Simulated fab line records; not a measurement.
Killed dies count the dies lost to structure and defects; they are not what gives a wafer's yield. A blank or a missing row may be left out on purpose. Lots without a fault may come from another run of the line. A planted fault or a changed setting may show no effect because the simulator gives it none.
Matching of chambers | flow n5Finfet | N5_BEOL_M1_STRIP_19 on rieDiel-01 has 4 sister chambers
The step strips in O2. 4 wafers are shown with their chamber, then 10 later ones without.

WAFERS WITH THEIR CHAMBER
wafer  | chamber | drypumpMotorCurrentA (A)
L082.2 | 1       | 5.2
L083.2 | 0       | 5.0
L095.2 | 3       | 4.7
L095.5 | 2       | 5.5

WAFERS WITHOUT THEIR CHAMBER
wafer  | drypumpMotorCurrentA (A)
L095.6 | 4.7
L090.1 | 5.0
L090.3 | 4.8
L090.6 | 5.0
L091.1 | 5.6
L091.2 | 5.0
L091.3 | 4.7
L093.2 | 4.7
L093.3 | 5.0
L093.6 | 5.5

WHICH CHAMBER EACH WENT THROUGH
wafer  | from the rows above | in truth
L095.6 | 3                   | 3
L090.1 | 0                   | 0
L090.3 | 3                   | 3
L090.6 | 0                   | 0
L091.1 | 2                   | 2
L091.2 | 0                   | 0
L091.3 | 3                   | 3
L093.2 | 3                   | 3
L093.3 | 0                   | 0
L093.6 | 2                   | 2
Correctly placed: 10 of 10. Can't be placed from these rows: 0. 0 placed wrongly.
How it was worked out, from the rows above alone: a wafer's distance from a chamber is the root of the sum, over the readings, of the square of ((its reading less the chamber's mean) divided by the reading's scatter). If the next closest chamber is less than 2 further off than the closest, the wafer can't be placed; otherwise it belongs to the closest. For every chamber, the mean is computed from those of its wafers that are shown. The scatter: with one shown wafer a chamber, the root of the mean of the squares of how far each hidden wafer lies from its nearest shown one.
